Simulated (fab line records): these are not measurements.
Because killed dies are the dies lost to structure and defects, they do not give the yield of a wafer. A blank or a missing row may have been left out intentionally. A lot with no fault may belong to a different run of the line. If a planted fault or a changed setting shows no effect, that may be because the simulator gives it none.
Chamber matching | flow n5-finfet | N5_FIN_SAQP_ALD_61 on ald-sin-02: 4 sister chambers
The step deposits SiO2, target thk 4 nm, pulse time 1 s, purge time 2 s. 8 wafers are shown with their chamber, then 12 later ones without.

## WAFERS WITH THEIR CHAMBER
wafer  | chamber | heater-power-w (W) | precursor-pulse-height-rel
L085.5 | 0       | 444                | 1.012
L086.5 | 3       | 486                | 1.057
L089.1 | 1       | 475                | 1.008
L089.2 | 0       | 442                | 0.960
L089.3 | 2       | 463                | 0.970
L089.4 | 3       | 476                | 1.006
L089.5 | 2       | 466                | 1.045
L089.6 | 1       | 465                | 0.994

## WAFERS WITH NO CHAMBER GIVEN
wafer  | heater-power-w (W) | precursor-pulse-height-rel
L090.3 | 498                | 1.016
L090.4 | 466                | 0.976
L090.5 | 439                | 0.998
L092.1 | 442                | 1.002
L092.2 | 500                | 1.017
L092.6 | 478                | 1.004
L093.1 | 450                | 1.001
L093.2 | 474                | 0.994
L093.3 | 485                | 1.040
L093.4 | 467                | 0.999
L093.5 | 438                | 1.006
L093.6 | 456                | 1.002

## WHICH CHAMBER EACH WENT THROUGH
wafer  | from the rows above          | in truth
L090.3 | 3                            | 3
L090.4 | can't be placed: 2 or 1      | 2
L090.5 | 0                            | 0
L092.1 | 0                            | 0
L092.2 | 3                            | 3
L092.6 | can't be placed: 3 or 1 or 2 | 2
L093.1 | can't be placed: 0 or 2      | 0
L093.2 | can't be placed: 1 or 3 or 2 | 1
L093.3 | 3                            | 3
L093.4 | can't be placed: 2 or 1      | 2
L093.5 | 0                            | 0
L093.6 | can't be placed: 2 or 0 or 1 | 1
6 of 12 placed correctly. Cannot be placed on the basis of these rows: 6; the candidates contain the true chamber in 6. Placed wrongly: 0.
How it was worked out, from the rows above alone: a wafer's distance from a chamber is the root of the sum, over the readings, of the square of ((its reading less the chamber's mean) divided by the reading's scatter). The wafer belongs to the nearest chamber; if the next one is less than 2 further off, it can't be placed. Each chamber's mean is taken over the wafers shown for it. The scatter: take each reading less its chamber's mean, square it, sum over the shown wafers, divide by the number of wafers less the number of chambers, and take the root.
